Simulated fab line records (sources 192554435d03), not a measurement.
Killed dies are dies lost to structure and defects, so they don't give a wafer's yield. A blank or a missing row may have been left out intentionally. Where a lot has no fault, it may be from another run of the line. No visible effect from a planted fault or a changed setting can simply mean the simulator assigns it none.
Which of the tools did it? || flow n5-finfet || 8 lots with 23 wafers sampled at 5 steps, on a route of 1938 steps

## WHAT THE GAUGES READ, wafer by wafer
N5_BEOL_M4_RC_MEAS_101.
{"lot": "L456", "measured": "day 8 04:01", "on": "prober-02", "CJ_P": "5.66 5.46 5.65"}
{"lot": "L459", "measured": "day 8 10:41", "on": "prober-01", "CJ_P": "5.66 5.81 5.81"}
{"lot": "L460", "measured": "day 9 07:46", "on": "prober-01", "CJ_P": "5.95 5.61 6.05"}
{"lot": "L461", "measured": "day 9 10:22", "on": "prober-02", "CJ_P": "5.96 5.58 5.98"}
{"lot": "L462", "measured": "day 10 03:01", "on": "prober-02", "CJ_P": "5.48 6.07"}
{"lot": "L466", "measured": "day 10 23:31", "on": "prober-01", "CJ_P": "5.89 5.61 5.92"}
{"lot": "L473", "measured": "day 12 20:54", "on": "prober-01", "CJ_P": "6.13 5.80 6.03"}
{"lot": "L478", "measured": "day 13 15:20", "on": "prober-01", "CJ_P": "3.23 3.38 5.52"}

## TOOL THAT RAN EACH LOT (tool first, then ch and the chambers of the sampled wafers, then the start)
{"lot": "L456", "N5_SD_EPI_N_ETCH_34": "rie-diel-04 ch 0,1,3, day 3 01:13", "N5_SD_EPI_N_ETCHBACK_44": "rie-diel-04 ch 0,1,3, day 3 01:35", "N5_SD_EPI_N_ETCH_16": "rie-diel-04 ch 0,1,3, day 3 01:47", "N5_SD_EPI_P_SD_RECESS_17": "rie-si-05 ch 0,1,2, day 3 06:44"}
{"lot": "L459", "N5_SD_EPI_N_ETCH_34": "rie-diel-04 ch 2,3, day 3 20:05", "N5_SD_EPI_N_ETCHBACK_44": "rie-diel-04 ch 2,3, day 3 20:28", "N5_SD_EPI_N_ETCH_16": "rie-diel-04 ch 2,3, day 3 20:40", "N5_SD_EPI_P_SD_RECESS_17": "rie-si-05 ch 1,3, day 4 01:11"}
{"lot": "L460", "N5_SD_EPI_N_ETCH_34": "rie-diel-02 ch 0,3, day 4 01:19", "N5_SD_EPI_N_ETCHBACK_44": "rie-diel-02 ch 0,3, day 4 01:42", "N5_SD_EPI_N_ETCH_16": "rie-diel-02 ch 0,3, day 4 01:54", "N5_SD_EPI_P_SD_RECESS_17": "rie-si-06 ch 0,2,3, day 4 06:28"}
{"lot": "L461", "N5_SD_EPI_N_ETCH_34": "rie-diel-03 ch 1,2,3, day 4 09:16", "N5_SD_EPI_N_ETCHBACK_44": "rie-diel-03 ch 1,2,3, day 4 09:38", "N5_SD_EPI_N_ETCH_16": "rie-diel-03 ch 1,2,3, day 4 09:50", "N5_SD_EPI_P_SD_RECESS_17": "rie-si-05 ch 0,2, day 4 14:20"}
{"lot": "L462", "N5_SD_EPI_N_ETCH_34": "rie-diel-03 ch 0,3, day 4 15:58", "N5_SD_EPI_N_ETCHBACK_44": "rie-diel-03 ch 0,3, day 4 16:22", "N5_SD_EPI_N_ETCH_16": "rie-diel-03 ch 0,3, day 4 16:32", "N5_SD_EPI_P_SD_RECESS_17": "rie-si-05 ch 0,1, day 4 21:28"}
{"lot": "L466", "N5_SD_EPI_N_ETCH_34": "rie-diel-04 ch 0,2, day 5 15:24", "N5_SD_EPI_N_ETCHBACK_44": "rie-diel-04 ch 0,2, day 5 15:47", "N5_SD_EPI_N_ETCH_16": "rie-diel-04 ch 0,2, day 5 15:59", "N5_SD_EPI_P_SD_RECESS_17": "rie-si-06 ch 0,2, day 5 21:19"}
{"lot": "L473", "N5_SD_EPI_N_ETCH_34": "rie-diel-02 ch 0,2, day 7 05:44", "N5_SD_EPI_N_ETCHBACK_44": "rie-diel-02 ch 0,2, day 7 06:07", "N5_SD_EPI_N_ETCH_16": "rie-diel-02 ch 0,2, day 7 06:19", "N5_SD_EPI_P_SD_RECESS_17": "rie-si-01 ch 1,2, day 7 10:56"}
{"lot": "L478", "N5_SD_EPI_N_ETCH_34": "rie-diel-03 ch 1,2, day 8 14:01", "N5_SD_EPI_N_ETCHBACK_44": "rie-diel-03 ch 1,2, day 8 14:23", "N5_SD_EPI_N_ETCH_16": "rie-diel-03 ch 1,2, day 8 14:35", "N5_SD_EPI_P_SD_RECESS_17": "rie-si-05 ch 0,2, day 8 20:58"}
- N5_SD_EPI_N_ETCH_34: etches SiARC in CF4, target depth 45.5 nm, time 75.8 s.
- N5_SD_EPI_N_ETCHBACK_44: etches SiNx in CH3F/O2, stops on SiO2, target depth 14.5 nm.
- N5_SD_EPI_N_ETCH_16: etches SiO2 in CHF3/O2, target depth 5 nm.
- N5_SD_EPI_P_SD_RECESS_17: chemistry HBr/Cl2/O2, target depth 39.1 nm, bt time 3 s.

## THE ANSWER, worked out from the rows above alone
Rule: the lots themselves supply what counts as usual. Put in order of their means at a reading, lots are off if they are a third of the lots or fewer, leave a main group of 4 or more, and stand apart from it by a gap of 3 or more times the standard deviation of the main group's means; of several such gaps the widest counts. Not used: any main group whose means are identical at the precision the tables above print for the reading. A lot without any number at a reading at which 4 lots or more have one is off too. The other lots that the step has rows for count as sound.
Off: L478, seen at N5_BEOL_M4_RC_MEAS_101 (CJ_P). For the main group the mean is 5.80 and the standard deviation 0.11.
A tool fits if, at a process step before that reading, it ran every lot that is off, and no sound lot after the first of them. The gauges at N5_BEOL_M4_RC_MEAS_101 are tried like those tools. Can't be told from this: 3 tools fit, rie-diel-03 at N5_SD_EPI_N_ETCH_34 and N5_SD_EPI_N_ETCHBACK_44 and N5_SD_EPI_N_ETCH_16, rie-si-05 at N5_SD_EPI_P_SD_RECESS_17, prober-01 at N5_BEOL_M4_RC_MEAS_101.

## WHAT HAD BEEN PUT IN BY THE SIMULATOR
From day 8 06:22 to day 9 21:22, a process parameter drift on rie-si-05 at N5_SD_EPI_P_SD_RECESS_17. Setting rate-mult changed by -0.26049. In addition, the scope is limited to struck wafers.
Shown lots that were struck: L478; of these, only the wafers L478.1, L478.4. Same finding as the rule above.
